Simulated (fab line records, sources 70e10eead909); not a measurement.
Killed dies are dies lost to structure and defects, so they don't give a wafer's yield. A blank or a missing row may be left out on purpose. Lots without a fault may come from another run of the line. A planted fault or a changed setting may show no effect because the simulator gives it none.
fab line records | flow nand_harc
record lots=6 wafers=18 last_day=23
route steps=1159 shown A_STAIRCASE@597
lots that met no fault: from a run of the same line without faults
start_h: hours from the record's first day to the start of the lot's first wafer shown | wait_h: hours since the lot's step before | " the same as in the row above | L1.1+2: a row that stands for several wafers | - no value, or no start given | * or withheld: withheld | < > ~ a bound
route shown NAME@n: a module of which the file shows steps, and the number in the route of the first | usual: mean/standard deviation of fault-free wafers | same: alike in all rows | chamber/n: place in a boat | sites: the reading at each site | _std_site: their standard deviation | _edge_site: outer sites' mean less inner sites' | radius_mm: how far each site lies from the wafer's centre | mask NAME#n: copy n | behind: the tool/chamber that last shaped the wafer | hold: why the lot was held/for how many hours/how that ended | device: the transistor (n, p or np) that didn't switch | end of line: the same wafers' tests at the end of the route | a step without rows: its recipe alone | killed: dies lost to structure and defects at the first sort, not the wafer's yield | map: a wafer's dies, x killed, . not, _ none there
set.NAME: the setting as run; set.NAME@STEP: as run at that earlier step | model.NAME: the simulator's own value behind a step, which no gauge read
lots at some steps of the route; a table a step, a row a wafer
services: from which hour (start_h, from the record's first day; less than 0 if before it) a tool's chamber was out of use, for how many hours, and why
## steps
# step NHARC_A_STAIRCASE_ETCH_203
# recipe target_depth_a=1000 time_s=40.5 ion_energy_ev=400 c4f8_flow_sccm=20 o2_flow_sccm=10 ar_flow_sccm=withheld rf_w=600 bias_w=1000 chemistry=C4F8/O2
# usual oes_product_au=0.940/0.015 rf_vpp_V=896/6.5
# columns lot.wafer tool chamber start_h wait_h oes_product_au rf_hours_counter_h rf_vpp_V
L753.2 rie_diel-05 0 - - 0.949 43 894
L753.4 " 2 " " 0.930 46 890
L753.6 " 0 " " 0.951 - 894
L754.2 rie_diel-05 3 - - 0.963 44 887
L754.4 " 1 " " 0.937 46 895
L754.6 " 3 " " 0.972 - 887
L758.1 rie_diel-12 0 - - 0.939 33 901
L758.3 " 2 " " 0.929 34 889
L758.6 " 0 " " 0.936 - 899
L759.4 rie_diel-11 1 - - 0.968 58 903
L759.1 " 0 " " 0.947 52 889
L759.5 " 2 " " 0.930 - 905
L761.4 rie_diel-12 2 - - 0.933 40 890
L761.2 " 3 " " 0.946 40 899
L761.5 " 2 " " 0.939 - 889
L763.2 rie_diel-12 1 - - 0.914 48 904
L763.6 " 0 " " 0.918 - 901
L763.5 " 1 " " 0.922 - 905
# step NHARC_A_STAIRCASE_STRIP_205
# recipe power_w=1500 temp_c=250 chemistry=O2
# usual drypump_motor_current_A=6.2/0.33 heater_power_w=312/38
# columns lot.wafer tool chamber start_h wait_h drypump_motor_current_A heater_power_w rf_hours_counter_h
L753.2 plasma_asher-02 1 287.99 0.1 6.1 282 31
L753.4 " 1 " " 6.1 291 -
L753.6 " 0 " " 5.7 278 -
L754.2 plasma_asher-02 0 288.58 0.1 5.7 273 31
L754.4 " 1 " " 6.0 289 -
L754.6 " 1 " " 6.1 287 -
L758.1 plasma_asher-02 1 315.56 0.1 6.1 285 40
L758.3 " 0 " " 5.6 274 -
L758.6 " 0 " " 5.7 281 -
L759.1 plasma_asher-02 1 337.50 0.1 6.1 290 48
L759.4 " 0 " " 5.7 280 -
L759.5 " 1 " " 6.1 290 -
L761.2 plasma_asher-01 0 337.88 0.1 6.5 358 16
L761.4 " 1 " " 6.4 329 -
L761.5 " 1 " " 6.5 311 -
L763.2 plasma_asher-01 1 354.33 0.1 6.5 313 21
L763.5 " 1 " " 6.4 321 -
L763.6 " 0 " " 6.4 371 -
# step NHARC_A_STAIRCASE_STRIP_206
# recipe time_s=900 temp_c=130 chemistry=SPM
# step NHARC_A_STAIRCASE_PRECLEAN_207
# recipe time_s=* temp_c=50 bath_age_min=0 chemistry=SC1
# step NHARC_A_STAIRCASE_SRD_208
# step NHARC_A_STAIRCASE_DEHYDRATE_209
# recipe temp_c=150 time_s=120
# step NHARC_A_STAIRCASE_HMDS_210
# recipe time_s=30
# step NHARC_A_STAIRCASE_COAT_211
# recipe spin_rpm=1200
# step NHARC_A_STAIRCASE_SOFTBAKE_212
# recipe temp_c=135 time_s=170
# step NHARC_A_STAIRCASE_EBR_213
# step NHARC_A_STAIRCASE_EXPOSE_214
# recipe na=0.5 dose_mj=31.26 mask_id=STAIR_3
# step NHARC_A_STAIRCASE_PEB_215
# recipe peb_temp_c=115 peb_time_s=130
# usual chill_plate_temp_C=23.00/0.11 exhaust_pa=44.8/0.88
# columns lot.wafer tool chamber start_h wait_h chill_plate_temp_C exhaust_pa
L753.2 litho_track-02 - 289.14 0.1 - -
L753.4 " - " " - -
L753.6 " - " " - -
L754.2 litho_track-05 - 289.67 0.1 - -
L754.4 " - " " - -
L754.6 " - " " - -
L758.1 litho_track-03 0 316.72 0.1 22.94 44.1
L758.3 " 0 " " 22.98 44.3
L758.6 " 0 " " 22.96 44.5
L759.1 litho_track-02 0 338.58 0.1 23.07 45.6
L759.4 " 0 " " 22.86 44.6
L759.5 " 0 " " 23.05 43.9
L761.2 litho_track-03 0 339.17 0.1 23.06 44.7
L761.4 " 0 " " 23.05 44.2
L761.5 " 0 " " 23.03 44.2
L763.2 litho_track-05 0 355.53 0.1 23.01 46.7
L763.5 " 0 " " 23.28 45.0
L763.6 " 0 " " 23.18 45.7
# step NHARC_A_STAIRCASE_DEVELOP_216
# recipe time_s=140
## services
# columns tool chamber start_h hours kind
rie_diel-05 0 270.82 - clean
rie_diel-05 1 270.82 - clean
rie_diel-05 2 270.82 - clean
rie_diel-05 3 270.82 - clean
plasma_asher-01 - 276.05 9.0 pm
plasma_asher-01 0 276.05 9.0 vent_cycle
plasma_asher-01 1 276.05 9.0 vent_cycle
rie_diel-12 0 285.04 - clean
rie_diel-12 1 285.04 - clean
rie_diel-12 2 285.04 - clean
rie_diel-12 3 285.04 - clean
plasma_asher-01 0 285.05 - clean
plasma_asher-01 1 285.05 - clean
plasma_asher-01 - 306.97 4.4 repair
rie_diel-12 0 309.54 - clean
rie_diel-12 1 309.54 - clean
rie_diel-12 2 309.54 - clean
rie_diel-12 3 309.54 - clean
rie_diel-12 0 334.08 - clean
rie_diel-12 1 334.08 - clean
rie_diel-12 2 334.08 - clean
rie_diel-12 3 334.08 - clean
litho_track-02 - 340.00 7.0 pm
rie_diel-05 - 340.65 9.0 pm
## key
first_sign step=NHARC_A_STAIRCASE_PEB_215 reading=tool_record direction=missing
effect none on later readings
met_at NHARC_A_STAIRCASE_PEB_215
struck_wafers L753.2,L753.4,L753.6,L754.2,L754.4,L754.6
later_rows_left_out L753.2,L753.4,L753.6,L754.2,L754.4,L754.6
sort_left_out L753.2,L753.4,L753.6,L754.2,L754.4,L754.6
tester_left_out L753,L754
fault kind=skipped_step_whole tool=litho_track-02,litho_track-05 chamber=- onset_h=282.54 steps=NHARC_A_STAIRCASE_PEB_215 scope=struck_lots_only
# tester_left_out: of these lots the tester's yield and bins aren't shown, on N5 and GAA mostly nor the transistor test; their killed dies are dies lost to structure and defects alone, not to doping, threshold or leakage, so they don't give the yield
# sort_left_out: the simulated sort isn't trusted on such a fault, so these wafers' sort isn't shown, and their yield isn't known
# later_rows_left_out: the simulator's readings of these wafers behind a module that went badly wrong aren't trusted and aren't shown, but for the sort
